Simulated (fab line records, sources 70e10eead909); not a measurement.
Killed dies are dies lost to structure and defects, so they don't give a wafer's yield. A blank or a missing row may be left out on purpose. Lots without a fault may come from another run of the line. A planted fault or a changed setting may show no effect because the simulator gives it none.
Chamber matching | flow nand_harc | NHARC_A_SGD_CUT_CMP_21 on cmp-04: 3 sister chambers
The step polishes, target thk 148.19 nm. 6 wafers are shown with their chamber, then 6 later ones without.

WAFERS WITH THEIR CHAMBER
wafer  | chamber | motor_current_A (A) | time_to_endpoint_s (s)
L723.6 | 1       | 12.6                | 47
L724.5 | 2       | 14.9                | 55
L727.2 | 3       | 9.7                 | 54
L727.5 | 3       | 10.4                | 56
L727.6 | 2       | 14.6                | 56
L728.1 | 1       | 12.6                | 49

WAFERS WITHOUT THEIR CHAMBER
wafer  | motor_current_A (A) | time_to_endpoint_s (s)
L728.2 | 14.4                | 53
L737.3 | 12.4                | 42
L737.4 | 11.1                | 50
L741.2 | 14.3                | 49
L741.3 | 12.3                | 47
L741.5 | 12.6                | 45

WHICH CHAMBER EACH WENT THROUGH
wafer  | from the rows above     | in truth
L728.2 | 2                       | 2
L737.3 | 1                       | 1
L737.4 | can't be placed: 1 or 3 | 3
L741.2 | can't be placed: 2 or 1 | 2
L741.3 | 1                       | 1
L741.5 | 1                       | 1
Placed correctly: 4 of 6. Can't be placed from these rows: 2 (the true chamber is among the candidates in 2). Placed wrongly: 0.
How it was worked out, from the rows above alone: a wafer's distance from a chamber is the root of the sum, over the readings, of the square of ((its reading less the chamber's mean) divided by the reading's scatter). The wafer belongs to the nearest chamber; if the next one is less than 2 further off, it can't be placed. A chamber's mean is the mean of its shown wafers. The scatter: the root of (the sum of the squares of (reading less its chamber's mean) over the shown wafers, divided by (wafers less chambers)).
